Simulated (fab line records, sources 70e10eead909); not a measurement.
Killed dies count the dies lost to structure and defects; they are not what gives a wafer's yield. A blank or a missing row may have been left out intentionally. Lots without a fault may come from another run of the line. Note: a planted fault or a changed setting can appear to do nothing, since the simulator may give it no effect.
fab line records    flow nand-harc
[record] lots = 14  wafers = 42  last-day = 24
route steps=1159 shown P_CONTACT@246 A_BONDPAD@1084 HYBRID_BOND@1099 END@1159
lots that met no fault: from a run of the same line without faults
start-h: hours from the record's opening day to when the first of the lot's shown wafers began    wait-h: how many hours have passed since the lot's step before this one    " unchanged from the row above    L1.1+2: a single row standing in for several wafers    - either no value or no given start    * or withheld: withheld    < > ~ a bound
route shown NAME@n: names a module that has steps shown in the file, with the first one's number in the route    usual: average and standard deviation across the fault-free wafers    same: alike in all rows    chamber/n: place in a boat    sites: the reading at each site    _std_site: the standard deviation of these    _edge_site: outer sites' mean less inner sites'    radius-mm: how far each site lies from the wafer's centre    mask NAME#n: copy n    behind: the last tool/chamber to shape the wafer    hold: reason for holding the lot/hours on hold/outcome of the hold    device: the transistor (n, p or np) that didn't switch    end of line: the route-end tests of the same wafers    for a step that has no rows: nothing shown but its recipe    killed: dies lost to structure and defects at the first sort, not the wafer's yield    map: a wafer's dies, x killed, . not, _ none there
set.NAME: the setting that was run; set.NAME@STEP: the one run at that earlier step    model.NAME: the simulator's own value behind a step, which no gauge read
the route's steps for a sample of lots (tables are steps, rows are wafers)
services: the hour from which a tool's chamber was out of use, counted from the record's first day as start-h (under 0 if before that day), plus the number of hours and why
[[steps]]
[step NHARC_P_CONTACT_PVD_32]
[recipe] target-thk-a = 50  chamber-pressure-pa = 5  power-w = 5000  substrate-temp-c = 200  time-s = 17.7  material = Ti
[usual] throttle-valve-pct = 30.1/0.92
lot.wafer  tool            chamber  start-h  wait-h  throttle-valve-pct
L586.3     pvd-sputter-01  -        118.99   -       28.8
L586.1     "               -        "        "       30.9
L586.6     "               -        "        "       29.5
L585.4     pvd-sputter-01  -        119.90   -       29.4
L585.1     "               -        "        "       31.1
L585.3     "               -        "        "       31.3
L588.3     pvd-sputter-03  -        130.07   -       27.8
L588.4     "               -        "        "       31.3
L588.2     "               -        "        "       29.0
L589.4     pvd-sputter-02  -        130.66   -       30.5
L589.3     "               -        "        "       30.4
L589.6     "               -        "        "       30.2
L591.2     pvd-sputter-02  -        149.28   -       30.0
L591.6     "               -        "        "       31.2
L591.5     "               -        "        "       30.3
L592.3     pvd-sputter-01  -        153.79   -       31.0
L592.4     "               -        "        "       31.3
L592.2     "               -        "        "       28.8
L593.4     pvd-sputter-02  -        165.21   -       30.3
L593.1     "               -        "        "       30.6
L593.6     "               -        "        "       30.0
L599.1     pvd-sputter-01  -        215.39   -       30.0
L599.3     "               -        "        "       29.9
L599.2     "               -        "        "       30.1
L602.1     pvd-sputter-01  -        216.74   -       29.7
L602.3     "               -        "        "       29.6
L602.6     "               -        "        "       29.8
L603.1     pvd-sputter-03  -        221.21   -       28.0
L603.3     "               -        "        "       28.2
L603.6     "               -        "        "       31.0
L604.1     pvd-sputter-01  -        223.32   -       29.4
L604.3     "               -        "        "       29.9
L604.6     "               -        "        "       29.4
L606.4     pvd-sputter-01  -        236.62   -       29.5
L606.1     "               -        "        "       31.1
L606.5     "               -        "        "       30.2
L607.1     pvd-sputter-03  -        243.12   -       31.4
L607.2     "               -        "        "       29.5
L607.6     "               -        "        "       31.6
L608.3     pvd-sputter-02  -        245.24   -       30.3
L608.2     "               -        "        "       29.9
L608.6     "               -        "        "       30.1
[step NHARC_A_BONDPAD_PVD_17]
[recipe] target-thk-a = 50  bias-v = 168.6  power-w = 15000  chamber-pressure-pa = 0.12  time-s = 8.06  substrate-temp-c = 50  material = TaN
[usual] throttle-valve-pct = 30.2/0.88
lot.wafer  tool            chamber  start-h  wait-h  throttle-valve-pct
L588.2     pvd-sputter-03  -        -        -       29.0
L588.3     "               -        "        "       29.1
L588.4     "               -        "        "       31.5
L589.3     pvd-sputter-01  -        -        -       30.5
L589.4     "               -        "        "       30.4
L589.6     "               -        "        "       31.5
L585.1     pvd-sputter-02  -        -        -       30.9
L585.3     "               -        "        "       30.1
L585.4     "               -        "        "       31.1
L586.1     pvd-sputter-01  -        -        -       31.3
L586.3     "               -        "        "       30.3
L586.6     "               -        "        "       31.6
L591.2     pvd-sputter-01  -        -        -       30.0
L591.5     "               -        "        "       30.9
L591.6     "               -        "        "       31.4
L592.2     pvd-sputter-01  -        -        -       30.4
L592.3     "               -        "        "       30.2
L592.4     "               -        "        "       31.6
L593.4     pvd-sputter-01  -        -        -       30.5
L593.1     "               -        "        "       31.4
L593.6     "               -        "        "       30.7
L602.1     pvd-sputter-03  -        -        -       29.8
L602.3     "               -        "        "       28.9
L602.6     "               -        "        "       28.7
L599.1     pvd-sputter-02  -        -        -       30.8
L599.2     "               -        "        "       30.3
L599.3     "               -        "        "       30.0
L603.3     pvd-sputter-02  -        -        -       30.7
L603.1     "               -        "        "       30.1
L603.6     "               -        "        "       30.4
L604.1     pvd-sputter-03  -        -        -       28.1
L604.3     "               -        "        "       30.4
L604.6     "               -        "        "       28.6
L606.4     pvd-sputter-01  -        -        -       29.5
L606.1     "               -        "        "       29.5
L606.5     "               -        "        "       31.0
L607.1     pvd-sputter-02  -        -        -       30.2
L607.2     "               -        "        "       31.1
L607.6     "               -        "        "       29.9
L608.2     pvd-sputter-03  -        -        -       30.7
L608.3     "               -        "        "       28.8
L608.6     "               -        "        "       30.8
[step NHARC_A_BONDPAD_ANNEAL_28]
[recipe] temp-c = 225  time-s = 90
[usual] wafer_temp_C_max = 225.99/0.26
lot.wafer  tool           chamber  start-h  wait-h  wafer_temp_C_max
L588.2     rtp-anneal-02  0        413.44   0.4     225.99
L588.3     "              0        "        "       225.91
L588.4     "              0        "        "       225.72
L589.3     rtp-anneal-01  0        415.29   -       225.89
L589.4     "              0        "        "       226.26
L589.6     "              0        "        "       226.22
L585.1     rtp-anneal-02  0        416.07   0.3     226.21
L585.3     "              0        "        "       225.61
L585.4     "              0        "        "       226.11
L586.1     rtp-anneal-01  0        439.74   0.3     226.27
L586.3     "              0        "        "       226.33
L586.6     "              0        "        "       226.11
L591.2     rtp-anneal-02  0        440.45   0.4     225.82
L591.5     "              0        "        "       225.69
L591.6     "              0        "        "       226.25
L592.2     rtp-anneal-02  0        460.61   0.4     226.01
L592.3     "              0        "        "       225.74
L592.4     "              0        "        "       225.90
L593.1     rtp-anneal-01  0        467.34   0.4     225.86
L593.4     "              0        "        "       226.15
L593.6     "              0        "        "       225.73
L602.1     rtp-anneal-01  0        499.57   -       226.20
L602.3     "              0        "        "       226.29
L602.6     "              0        "        "       225.89
L599.1     rtp-anneal-02  0        507.16   -       226.35
L599.2     "              0        "        "       225.79
L599.3     "              0        "        "       226.17
L604.1     rtp-anneal-02  0        518.30   0.3     225.56
L604.3     "              0        "        "       225.60
L604.6     "              0        "        "       225.74
L603.1     rtp-anneal-01  0        518.60   0.3     226.03
L603.3     "              0        "        "       226.01
L603.6     "              0        "        "       226.06
L606.1     rtp-anneal-01  0        541.18   0.4     225.95
L606.4     "              0        "        "       225.77
L606.5     "              0        "        "       225.72
L607.1     rtp-anneal-02  0        544.81   0.3     225.73
L607.2     "              0        "        "       225.73
L607.6     "              0        "        "       225.88
L608.2     rtp-anneal-02  0        545.64   0.4     225.89
L608.3     "              0        "        "       225.96
L608.6     "              0        "        "       226.68
[step NHARC_HYBRID_BOND_OVL_MEAS_05]
[usual] overlay-x-nm = 3/33  overlay-y-nm = -7/30
lot.wafer  tool        chamber  start-h  wait-h  overlay-x-nm  overlay-y-nm
L589.3     overlay-01  -        424.06   0.4     9             -10
L589.4     "           -        "        "       93            12
L589.6     "           -        "        "       6             -24
L585.1     overlay-02  -        424.07   0.4     9             -9
L585.3     "           -        "        "       -12           -6
L585.4     "           -        "        "       -17           8
L588.2     overlay-01  -        424.07   0.4     -1            -3
L588.3     "           -        "        "       -17           -5
L588.4     "           -        "        "       -59           -72
L591.2     overlay-01  -        448.45   0.4     -12           7
L591.5     "           -        "        "       -7            -30
L591.6     "           -        "        "       -11           31
L586.1     overlay-02  -        448.46   0.4     18            -1
L586.3     "           -        "        "       28            -49
L586.6     "           -        "        "       11            -16
L592.2     overlay-01  -        474.22   0.4     -9            -27
L592.3     "           -        "        "       65            -6
L592.4     "           -        "        "       44            27
L593.1     overlay-01  -        479.87   0.4     -16           10
L593.4     "           -        "        "       4             26
L593.6     "           -        "        "       11            -79
L602.1     overlay-02  -        512.62   0.4     12            -11
L602.3     "           -        "        "       26            -13
L602.6     "           -        "        "       13            27
L599.1     overlay-01  -        517.00   0.4     8             14
L599.2     "           -        "        "       -32           -20
L599.3     "           -        "        "       -21           4
L604.1     overlay-01  -        531.37   0.4     -41           -14
L604.3     "           -        "        "       7             -17
L604.6     "           -        "        "       -7            16
L603.1     overlay-02  -        531.37   0.4     14            -11
L603.3     "           -        "        "       -75           -42
L603.6     "           -        "        "       5             -46
L606.1     overlay-02  -        555.06   0.4     -52           -28
L606.4     "           -        "        "       -5            -50
L606.5     "           -        "        "       -7            -6
L607.1     overlay-01  -        555.06   0.4     29            -6
L607.2     "           -        "        "       67            -9
L607.6     "           -        "        "       63            -32
L608.2     overlay-02  -        555.07   0.4     -5            5
L608.3     "           -        "        "       -6            -23
L608.6     "           -        "        "       46            -5
[step NHARC_END_SORT_01]
[recipe] temp-c = 25
[usual] killed-at-array = 29/11  killed-at-other = 0.6/1  killed-at-periphery = 3.1/2.1  killed-dies = 33/11  killed-open = 3.1/1.9  killed-short = 1.9/1.5
[same] gross-dies = 677
lot.wafer  tool       chamber  start-h  wait-h  killed-at-array  killed-at-other  killed-at-periphery  killed-dies  killed-open  killed-short
L589.3     prober-02  0        451.21   3.1     31               1                2                    34           4            2
L589.4     prober-02  0        452.01   3.4     27               1                1                    29           3            1
L589.6     prober-02  0        453.61   4.0     37               0                1                    38           4            6
L588.2     prober-01  0        455.72   2.8     12               1                1                    14           2            0
L588.3     prober-01  0        456.51   3.1     15               0                0                    15           0            2
L588.4     prober-01  0        457.31   3.4     23               1                0                    24           5            1
L585.1     prober-02  0        457.44   2.5     33               0                4                    37           3            3
L585.3     prober-02  0        459.07   3.1     34               0                4                    38           4            1
L585.4     prober-02  0        459.88   3.5     39               0                2                    41           2            3
L591.2     prober-01  0        472.30   2.9     24               0                79                   103          1            3
L591.5     prober-01  0        474.75   3.8     23               0                73                   96           2            2
L591.6     prober-01  0        475.57   4.1     26               1                79                   106          0            1
L586.1     prober-02  0        479.22   2.5     30               5                4                    39           8            2
L586.3     prober-02  0        480.80   3.1     26               1                3                    30           1            2
L586.6     prober-02  0        483.16   3.9     17               2                3                    22           0            4
L592.2     prober-02  0        495.00   2.8     22               0                2                    24           3            1
L592.3     prober-02  0        495.80   3.1     28               0                4                    32           5            1
L592.4     prober-02  0        496.61   3.4     24               0                3                    27           7            2
L593.1     prober-01  0        501.97   2.5     30               0                37                   67           1            0
L593.4     prober-01  0        504.35   3.4     23               1                72                   96           2            3
L593.6     prober-01  0        505.94   4.0     31               0                81                   112          3            2
L602.1     prober-02  0        531.35   2.6     20               0                4                    24           1            1
L602.3     prober-02  0        532.96   3.1     24               1                3                    28           5            0
L602.6     prober-02  0        535.36   4.0     32               0                3                    35           3            2
L599.1     prober-01  0        538.40   2.5     48               1                0                    49           2            0
L599.2     prober-01  0        539.20   2.8     36               0                3                    39           1            1
L599.3     prober-01  0        540.00   3.1     45               0                0                    45           3            1
L604.1     prober-02  0        549.02   2.5     33               0                5                    38           8            2
L604.3     prober-02  0        550.61   3.1     27               0                1                    28           3            0
L604.6     prober-02  0        552.99   4.0     16               0                4                    20           2            1
L603.1     prober-01  0        553.93   2.5     38               2                2                    42           2            1
L603.3     prober-01  0        555.50   3.1     40               0                7                    47           5            1
L603.6     prober-01  0        557.87   3.9     49               2                2                    53           2            1
L606.1     prober-01  0        572.93   2.5     35               0                5                    40           3            1
L606.4     prober-01  0        575.34   3.4     41               1                1                    43           3            0
L606.5     prober-01  0        576.14   3.7     34               0                5                    39           2            4
L607.1     prober-02  0        572.95   2.5     50               0                5                    55           5            2
L607.2     prober-02  0        573.75   2.8     36               2                2                    40           5            3
L607.6     prober-02  0        576.95   4.0     33               1                0                    34           3            1
L608.2     prober-01  0        581.59   2.8     14               0                7                    21           3            1
L608.3     prober-01  0        582.38   3.1     19               0                6                    25           2            0
L608.6     prober-01  0        584.77   4.0     20               1                6                    27           5            2
// killed by level:class
L589.3 A_CHANNEL_HOLE_D1:chamber-film-flake=18 A_CONTACT:chamber-film-flake=5 A_CHANNEL_FILL_D1:chamber-film-flake=3 P_STI:geometric-particle:short=1 P_M0:geometric-particle:open=1 A_ONON_D1:geometric-particle:short=1 A_ONON_D1:geometric-particle:open=1 A_BLC:geometric-particle:open=1
L589.4 A_CHANNEL_HOLE_D1:chamber-film-flake=7 A_CONTACT:chamber-film-flake=7 A_CHANNEL_FILL_D1:chamber-film-flake=6 A_CONTACT:geometric-particle:open=2 P_M0:geometric-particle:open=1 A_SGD_CUT:geometric-particle:short=1 A_STAIRCASE:chamber-film-flake=1 A_SGD_CUT:chamber-film-flake=1
L589.6 A_CHANNEL_HOLE_D1:chamber-film-flake=16 A_CHANNEL_FILL_D1:chamber-film-flake=6 A_CONTACT:chamber-film-flake=3 A_ONON_D1:geometric-particle:short=2 P_CONTACT:geometric-particle:open=1 A_SOURCE_PLATE:geometric-particle:short=1 A_ONON_D1:geometric-particle:open=1 A_CHANNEL_FILL_D1:geometric-particle:open=1
L588.2 A_CHANNEL_HOLE_D1:chamber-film-flake=7 A_CHANNEL_FILL_D1:geometric-particle:open=1 A_M0:geometric-particle:open=1 P_CONTACT:chamber-film-flake=1 A_ZERO_WELL:chamber-film-flake=1 A_SLIT:chamber-film-flake=1 A_CONTACT:chamber-film-flake=1 THIN_TSV:chamber-film-flake=1
L588.3 A_CHANNEL_HOLE_D1:chamber-film-flake=9 A_CONTACT:chamber-film-flake=4 A_CONTACT:geometric-particle:short=1 A_M1:geometric-particle:short=1
L588.4 A_CHANNEL_HOLE_D1:chamber-film-flake=9 A_CONTACT:chamber-film-flake=5 A_ONON_D1:geometric-particle:open=3 A_ZERO_WELL:chamber-film-flake=3 A_SOURCE_PLATE:geometric-particle:open=1 A_SLIT:geometric-particle:short=1 A_BLC:geometric-particle:open=1 THIN_TSV:chamber-film-flake=1
L585.1 A_SLIT:chamber-film-flake=12 A_CHANNEL_HOLE_D1:chamber-film-flake=10 A_CONTACT:chamber-film-flake=4 A_CONTACT:geometric-particle:open=2 P_ZERO_WELL:chamber-film-flake=2 P_CONTACT:geometric-particle:short=1 A_ONON_D1:geometric-particle:open=1 A_ONON_D1:geometric-particle:short=1
L585.3 A_CHANNEL_HOLE_D1:chamber-film-flake=14 A_SLIT:chamber-film-flake=7 A_CONTACT:chamber-film-flake=7 A_WL_FILL:chamber-film-flake=2 P_M1:geometric-particle:open=1 P_M2:geometric-particle:short=1 A_CHANNEL_FILL_D1:geometric-particle:open=1 A_CONTACT:geometric-particle:open=1
L585.4 A_CHANNEL_HOLE_D1:chamber-film-flake=19 A_SLIT:chamber-film-flake=8 A_CONTACT:chamber-film-flake=4 A_STAIRCASE:chamber-film-flake=2 A_ONON_D1:geometric-particle:short=1 A_WL_FILL:geometric-particle:short=1 A_WL_FILL:geometric-particle:open=1 A_CONTACT:geometric-particle:short=1
L591.2 P_CONTACT:unspecified=78 A_SLIT:chamber-film-flake=8 A_CHANNEL_HOLE_D1:chamber-film-flake=6 A_CONTACT:chamber-film-flake=4 A_SOURCE_PLATE:geometric-particle:short=1 A_CHANNEL_FILL_D1:geometric-particle:short=1 A_CONTACT:geometric-particle:open=1 A_CONTACT:geometric-particle:short=1
L591.5 P_CONTACT:unspecified=71 A_SLIT:chamber-film-flake=12 A_CONTACT:chamber-film-flake=4 A_CHANNEL_FILL_D1:geometric-particle:open=2 A_WL_FILL:geometric-particle:short=2 P_ZERO_WELL:chamber-film-flake=2 A_STAIRCASE:chamber-film-flake=2 A_M0:chamber-film-flake=1
L591.6 P_CONTACT:unspecified=77 A_SLIT:chamber-film-flake=15 A_CHANNEL_HOLE_D1:chamber-film-flake=7 A_CONTACT:chamber-film-flake=3 P_M0:geometric-particle:short=1 P_BONDPAD:chamber-film-flake=1 A_WL_FILL:chamber-film-flake=1 THIN_TSV:chamber-film-flake=1
L586.1 A_SLIT:chamber-film-flake=15 A_CONTACT:chamber-film-flake=5 THIN_TSV:chamber-film-flake=5 A_CHANNEL_HOLE_D1:chamber-film-flake=3 A_ONON_D1:geometric-particle:open=2 A_WL_FILL:geometric-particle:open=2 P_CONTACT:geometric-particle:open=1 P_M0:geometric-particle:open=1
L586.3 A_SLIT:chamber-film-flake=10 A_CHANNEL_HOLE_D1:chamber-film-flake=8 P_BONDPAD:chamber-film-flake=3 A_WL_FILL:chamber-film-flake=2 A_CONTACT:chamber-film-flake=2 A_CHANNEL_HOLE_D1:geometric-particle:open=1 A_SGD_CUT:geometric-particle:short=1 A_WL_FILL:geometric-particle:short=1
L586.6 A_SLIT:chamber-film-flake=11 A_WL_FILL:geometric-particle:short=3 THIN_TSV:chamber-film-flake=2 P_M1:geometric-particle:short=1 P_GATE:chamber-film-flake=1 P_BONDPAD:chamber-film-flake=1 A_ZERO_WELL:chamber-film-flake=1 A_STAIRCASE:chamber-film-flake=1
L592.2 A_CHANNEL_HOLE_D1:chamber-film-flake=12 A_WL_FILL:chamber-film-flake=5 P_M0:geometric-particle:open=1 P_M1:geometric-particle:open=1 A_ONON_D1:geometric-particle:open=1 A_WL_FILL:geometric-particle:short=1 A_CHANNEL_FILL_D1:chamber-film-flake=1 A_STAIRCASE:chamber-film-flake=1
L592.3 A_CHANNEL_HOLE_D1:chamber-film-flake=20 A_STAIRCASE:chamber-film-flake=2 P_STI:geometric-particle:open=1 P_CONTACT:geometric-particle:short=1 P_CONTACT:geometric-particle:open=1 A_SOURCE_PLATE:geometric-particle:open=1 A_CHANNEL_HOLE_D1:geometric-particle:open=1 A_BLC:geometric-particle:open=1
L592.4 A_CHANNEL_HOLE_D1:chamber-film-flake=14 A_ONON_D1:geometric-particle:open=3 P_STI:geometric-particle:open=1 P_CONTACT:geometric-particle:open=1 A_ONON_D1:geometric-particle:short=1 A_CHANNEL_HOLE_D1:geometric-particle:short=1 A_SGD_CUT:geometric-particle:open=1 A_BLC:geometric-particle:open=1
L593.1 P_CONTACT:unspecified=29 A_CHANNEL_HOLE_D1:chamber-film-flake=17 A_SLIT:chamber-film-flake=12 P_ZERO_WELL:chamber-film-flake=3 P_STI:chamber-film-flake=3 P_GATE:geometric-particle:open=1 P_M2:chamber-film-flake=1 A_STAIRCASE:chamber-film-flake=1
L593.4 P_CONTACT:unspecified=69 A_SLIT:chamber-film-flake=11 A_CHANNEL_HOLE_D1:chamber-film-flake=5 A_ONON_D1:geometric-particle:short=2 P_STI:chamber-film-flake=2 A_STAIRCASE:chamber-film-flake=2 P_M0:geometric-particle:open=1 A_CHANNEL_HOLE_D1:geometric-particle:short=1
L593.6 P_CONTACT:unspecified=77 A_CHANNEL_HOLE_D1:chamber-film-flake=16 A_SLIT:chamber-film-flake=10 P_STI:chamber-film-flake=3 P_M0:geometric-particle:short=1 A_CHANNEL_HOLE_D1:geometric-particle:open=1 A_CONTACT:geometric-particle:open=1 A_M0:geometric-particle:open=1
L602.1 A_CHANNEL_HOLE_D1:chamber-film-flake=7 A_STAIRCASE:chamber-film-flake=6 A_WL_FILL:chamber-film-flake=3 P_ZERO_WELL:chamber-film-flake=2 A_CHANNEL_HOLE_D1:geometric-particle:open=1 A_WL_FILL:geometric-particle:short=1 P_STI:chamber-film-flake=1 P_GATE:chamber-film-flake=1
L602.3 A_CHANNEL_HOLE_D1:chamber-film-flake=8 A_CONTACT:chamber-film-flake=6 P_ZERO_WELL:chamber-film-flake=3 A_STAIRCASE:chamber-film-flake=2 A_SLIT:chamber-film-flake=2 A_ONON_D1:geometric-particle:open=1 A_CHANNEL_FILL_D1:geometric-particle:open=1 A_CONTACT:geometric-particle:open=1
L602.6 A_CHANNEL_HOLE_D1:chamber-film-flake=13 A_STAIRCASE:chamber-film-flake=10 A_CONTACT:chamber-film-flake=3 P_M0:geometric-particle:open=1 A_ONON_D1:geometric-particle:short=1 A_SGD_CUT:geometric-particle:open=1 A_WL_FILL:geometric-particle:short=1 A_WL_FILL:geometric-particle:open=1
L599.1 A_SLIT:chamber-film-flake=23 A_CHANNEL_HOLE_D1:chamber-film-flake=14 A_BLC:chamber-film-flake=4 A_STAIRCASE:chamber-film-flake=3 A_CONTACT:chamber-film-flake=2 A_CONTACT:geometric-particle:open=1 STARTING-WAFER:geometric-particle:open=1 A_WL_FILL:chamber-film-flake=1
L599.2 A_CHANNEL_HOLE_D1:chamber-film-flake=18 A_SLIT:chamber-film-flake=12 A_CONTACT:chamber-film-flake=4 A_BLC:chamber-film-flake=2 P_CONTACT:geometric-particle:short=1 P_M1:geometric-particle:open=1 P_ZERO_WELL:chamber-film-flake=1
L599.3 A_CHANNEL_HOLE_D1:chamber-film-flake=18 A_CONTACT:chamber-film-flake=9 A_SLIT:chamber-film-flake=7 A_STAIRCASE:chamber-film-flake=4 A_CHANNEL_FILL_D1:geometric-particle:open=2 A_BLC:chamber-film-flake=2 A_CHANNEL_HOLE_D1:geometric-particle:short=1 A_CONTACT:geometric-particle:open=1
L604.1 A_CHANNEL_HOLE_D1:chamber-film-flake=12 A_CONTACT:chamber-film-flake=7 A_CHANNEL_FILL_D1:geometric-particle:open=4 P_GATE:chamber-film-flake=3 A_M0:chamber-film-flake=3 P_M1:geometric-particle:open=2 A_STAIRCASE:chamber-film-flake=2 A_ONON_D1:geometric-particle:open=1
L604.3 A_CHANNEL_HOLE_D1:chamber-film-flake=14 A_CONTACT:chamber-film-flake=7 A_STAIRCASE:chamber-film-flake=2 A_M0:chamber-film-flake=2 P_M2:geometric-particle:open=1 A_WL_FILL:geometric-particle:open=1 A_M0:geometric-particle:open=1
L604.6 A_CHANNEL_HOLE_D1:chamber-film-flake=7 A_STAIRCASE:chamber-film-flake=4 A_CONTACT:chamber-film-flake=3 P_GATE:chamber-film-flake=2 P_CONTACT:geometric-particle:open=1 A_CHANNEL_FILL_D1:geometric-particle:short=1 A_CHANNEL_FILL_D1:geometric-particle:open=1 P_STI:chamber-film-flake=1
L603.1 A_CHANNEL_HOLE_D1:chamber-film-flake=15 A_SLIT:chamber-film-flake=13 A_STAIRCASE:chamber-film-flake=4 A_CONTACT:geometric-particle:open=2 A_M0:chamber-film-flake=2 THIN_TSV:chamber-film-flake=2 A_SLIT:geometric-particle:short=1 P_STI:chamber-film-flake=1
L603.3 A_CHANNEL_HOLE_D1:chamber-film-flake=19 A_SLIT:chamber-film-flake=13 A_CONTACT:chamber-film-flake=5 P_ZERO_WELL:chamber-film-flake=2 P_M0:geometric-particle:open=2 A_STAIRCASE:chamber-film-flake=2 P_CONTACT:geometric-particle:open=1 P_CONTACT:geometric-particle:short=1
L603.6 A_CHANNEL_HOLE_D1:chamber-film-flake=21 A_SLIT:chamber-film-flake=19 A_STAIRCASE:chamber-film-flake=5 A_CONTACT:chamber-film-flake=2 THIN_TSV:chamber-film-flake=2 P_CONTACT:geometric-particle:open=1 A_CHANNEL_FILL_D1:geometric-particle:short=1 A_M0:geometric-particle:open=1
L606.1 A_CHANNEL_HOLE_D1:chamber-film-flake=22 A_CONTACT:chamber-film-flake=5 P_M1:chamber-film-flake=4 A_STAIRCASE:chamber-film-flake=2 A_SGD_CUT:chamber-film-flake=2 P_CONTACT:geometric-particle:open=1 A_CHANNEL_FILL_D1:geometric-particle:short=1 A_CHANNEL_FILL_D1:geometric-particle:open=1
L607.1 A_SLIT:chamber-film-flake=22 A_STAIRCASE:chamber-film-flake=9 A_CONTACT:chamber-film-flake=9 A_CHANNEL_HOLE_D1:chamber-film-flake=7 P_M0:geometric-particle:open=2 P_CONTACT:geometric-particle:open=1 P_M1:geometric-particle:open=1 A_ONON_D1:geometric-particle:short=1
L607.2 A_SLIT:chamber-film-flake=16 A_CHANNEL_HOLE_D1:chamber-film-flake=7 A_CONTACT:chamber-film-flake=5 A_M0:geometric-particle:open=2 P_M0:geometric-particle:open=1 A_ONON_D1:geometric-particle:short=1 A_ONON_D1:geometric-particle:open=1 A_CHANNEL_FILL_D1:geometric-particle:short=1
L606.4 A_CHANNEL_HOLE_D1:chamber-film-flake=25 A_CONTACT:chamber-film-flake=7 A_SGD_CUT:chamber-film-flake=4 A_CONTACT:geometric-particle:open=2 A_STAIRCASE:geometric-particle:open=1 P_M1:chamber-film-flake=1 A_ZERO_WELL:chamber-film-flake=1 A_STAIRCASE:chamber-film-flake=1
L606.5 A_CHANNEL_HOLE_D1:chamber-film-flake=17 A_CONTACT:chamber-film-flake=9 A_SGD_CUT:chamber-film-flake=3 P_GATE:geometric-particle:short=1 P_CONTACT:geometric-particle:short=1 P_CONTACT:geometric-particle:open=1 A_ONON_D1:geometric-particle:short=1 A_CHANNEL_FILL_D1:geometric-particle:open=1
L607.6 A_SLIT:chamber-film-flake=14 A_CHANNEL_HOLE_D1:chamber-film-flake=7 A_STAIRCASE:chamber-film-flake=4 A_CONTACT:chamber-film-flake=4 A_ONON_D1:geometric-particle:open=1 A_SGD_CUT:geometric-particle:short=1 A_M0:geometric-particle:open=1 STARTING-WAFER:geometric-particle:open=1
L608.2 A_CHANNEL_HOLE_D1:chamber-film-flake=7 A_CONTACT:chamber-film-flake=4 P_ZERO_WELL:chamber-film-flake=3 P_STI:chamber-film-flake=2 P_M0:geometric-particle:short=1 A_CHANNEL_FILL_D1:geometric-particle:open=1 A_WL_FILL:geometric-particle:open=1 A_CONTACT:geometric-particle:open=1
L608.3 A_CHANNEL_HOLE_D1:chamber-film-flake=10 A_CONTACT:chamber-film-flake=4 P_STI:chamber-film-flake=3 A_STAIRCASE:chamber-film-flake=3 P_ZERO_WELL:chamber-film-flake=2 A_SGD_CUT:geometric-particle:open=1 A_M0:geometric-particle:open=1 P_GATE:chamber-film-flake=1
L608.6 A_CHANNEL_HOLE_D1:chamber-film-flake=7 A_CONTACT:chamber-film-flake=7 P_STI:chamber-film-flake=2 A_STAIRCASE:chamber-film-flake=2 P_GATE:geometric-particle:open=1 P_CONTACT:geometric-particle:open=1 P_M0:geometric-particle:open=1 A_ONON_D1:geometric-particle:short=1
[[services]]
tool            chamber  start-h  hours  kind
pvd-sputter-03  -        102.00   10.0   pm
pvd-sputter-01  -        121.60   3.0    repair
pvd-sputter-01  -        149.57   1.4    repair
pvd-sputter-02  -        152.70   2.4    repair
pvd-sputter-01  -        158.00   10.0   pm
pvd-sputter-03  -        171.17   48.7   repair
pvd-sputter-01  -        173.37   2.2    repair
pvd-sputter-02  -        214.00   10.0   pm
pvd-sputter-03  -        275.43   3.7    repair
pvd-sputter-03  -        280.00   10.0   pm
rtp-anneal-02   -        300.00   12.0   pm
pvd-sputter-02  -        304.95   1.9    repair
pvd-sputter-01  -        318.42   1.8    repair
pvd-sputter-01  -        336.00   10.0   pm
pvd-sputter-02  -        377.23   5.1    repair
pvd-sputter-02  -        392.00   10.0   pm
pvd-sputter-02  -        440.98   3.9    repair
pvd-sputter-02  -        455.16   38.8   repair
pvd-sputter-03  -        458.00   10.0   pm
pvd-sputter-01  -        497.49   2.8    repair
pvd-sputter-03  -        513.65   0.6    repair
pvd-sputter-01  -        514.00   10.0   pm
[[key]]
[first-sign] step = NHARC_END_SORT_01  reading = killed-at-periphery  direction = up  sigmas = 32  usual = 3.1  struck = 70.2
[effect] step = NHARC_END_SORT_01  reading = killed-dies  direction = up  sigmas = 6  usual = 33  struck = 97
[more-kills-born-at] NHARC_P_CONTACT_PVD_32@pvd-sputter-02 = 401
met-at NHARC_P_CONTACT_PVD_32
struck-lots L591,L593
tester-left-out L591,L593
not-acting-at NHARC_A_BONDPAD_PVD_17,NHARC_A_BONDPAD_ANNEAL_28,NHARC_HYBRID_BOND_OVL_MEAS_05
onset-between 130.66 149.28
[fault] kind = chamber-particle-source  tool = pvd-sputter-02  chamber = -  onset-h = 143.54  steps = NHARC_P_CONTACT_PVD_32  rate-per-visit-cm2 = 0.68245  end-h = 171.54
// tester-left-out: of these lots the tester's yield and bins aren't shown, on N5 and GAA mostly nor the transistor test; their killed dies are dies lost to structure and defects alone, not to doping, threshold or leakage, so they don't give the yield
